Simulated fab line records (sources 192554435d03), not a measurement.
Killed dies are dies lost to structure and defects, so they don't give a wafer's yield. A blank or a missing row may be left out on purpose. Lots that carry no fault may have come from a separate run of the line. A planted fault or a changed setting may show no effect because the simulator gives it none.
Problem report, 8D (eight disciplines) form, completed by code | flow n5_finfet | the parts of the form that need people (team, actions taken, sign-off) are left out

1. THE ISSUE
Mean of raw_defect_count at N5_BEOL_M1_INSPECT_59: 1511 across 6 wafers in 2 lots; on wafers with no fault it is 73 (standard deviation 24). That is +60 standard deviations from the usual mean.
The step: inspects for defects (darkfield).
Seen first at day 9 15:25 on defect_inspect-02, wafer L996.1. The record has a number at this step for 12 wafers belonging to 4 lots. The rule behind "out" and "out of limits": a value lying over 4 standard deviations away from the usual mean. The other wafers with a number count as sound.

2. WHAT THIS IS AND IS NOT
question                    | is                                   | is not
which readings at this step | raw_defect_count                     | -
which lots                  | L996, L997                           | L105, L991
which wafers of those lots  | all that have a number               | -
read on which gauges        | defect_inspect-01, defect_inspect-02 | -
when                        | from day 9 15:25                     | up to then (3 sound wafers); but 3 sound wafers of L105 came after

3. SUSPECTS, AND WHAT RULES EACH OUT
Counting: any tool at a process step up to the reading is kept as a suspect provided that every lot that is out went through it and no sound lot did after the first of them.
- ruled out: the gauge at N5_BEOL_M1_INSPECT_59. Those wafers that are out were read across 2 gauges (defect_inspect-01, defect_inspect-02).
- cmp-04 at N5_BEOL_M1_CMP_52 (polishes, stops on SiOC, t overpolish 6.8 s, target thk 40 nm): kept. It ran every lot that is out, first L996 (day 9 14:49), and no sound lot after that; its last sound lot up to then is L991 (day 8 02:28).
The count leaves cmp-04 at N5_BEOL_M1_CMP_52.

4. THE CAUSE (what the simulator had put in)
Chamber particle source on cmp-04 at N5_BEOL_M1_CMP_52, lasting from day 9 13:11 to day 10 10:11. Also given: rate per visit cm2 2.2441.
Counting left only this tool.

5. THE CHAIN OF EFFECTS, in route order
Each row: a reading where the mean over the struck wafers with a number is more than 3 standard deviations away from the usual. Readings are gone through only where the record gives a usual standard deviation; hours: the median, over the lots, of the time from a lot's start at the first step in this table giving one to that lot's start at this step; sigmas: the change measured in usual standard deviations.
hours | step                    | reading              | usual  | on struck wafers | change | sigmas
0     | N5_BEOL_M1_INSPECT_59   | raw_defect_count     | 73     | 1511             | +1438  | +60
2     | N5_BEOL_M2_INSPECT_13   | raw_defect_count     | 392    | 1869             | +1477  | +19
131   | N5_PASSIVATION_PROBE_49 | defect_limited_yield | 91.5 % | 27.6             | -63.9  | -46
131   | N5_PASSIVATION_PROBE_49 | killed_at_M0_to_M3   | 33     | 812              | +779   | +78
131   | N5_PASSIVATION_PROBE_49 | killed_dies          | 100    | 854              | +754   | +47
131   | N5_PASSIVATION_PROBE_49 | killed_on_rim        | 13     | 109              | +96    | +24
131   | N5_PASSIVATION_PROBE_49 | sort_bin_5_function  | 5.0 %  | 49.4             | +44.4  | +46
131   | N5_PASSIVATION_PROBE_49 | sort_bin_6_memory    | 3.2 %  | 17.4             | +14.2  | +23
131   | N5_PASSIVATION_PROBE_49 | sort_n_pass          | 1080   | 326              | -754   | -47
131   | N5_PASSIVATION_PROBE_49 | sort_yield_pct       | 91.5 % | 27.6             | -63.9  | -46
Its process steps:
- N5_PASSIVATION_PROBE_49
At these later measuring or inspecting steps, every struck wafer for which the step has a row has a number for every such reading, and none has moved that far: N5_BEOL_M4_RC_MEAS_101.

6. HOW IT WOULD HAVE BEEN CAUGHT EARLIER
In this record the first reading out of limits at a measuring or inspecting step was taken at day 9 15:25, 2 hours after the fault began at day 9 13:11.
Of the tool readings at N5_BEOL_M1_CMP_52 for which the record gives a usual standard deviation, none was out on any struck wafer, so an alarm limit of 4 standard deviations on them would not have fired.
L997, from the lots that are out (2), started N5_BEOL_M1_CMP_52 on cmp-04 later than day 9 15:25. Had the tool been put on hold then, it would have been spared.
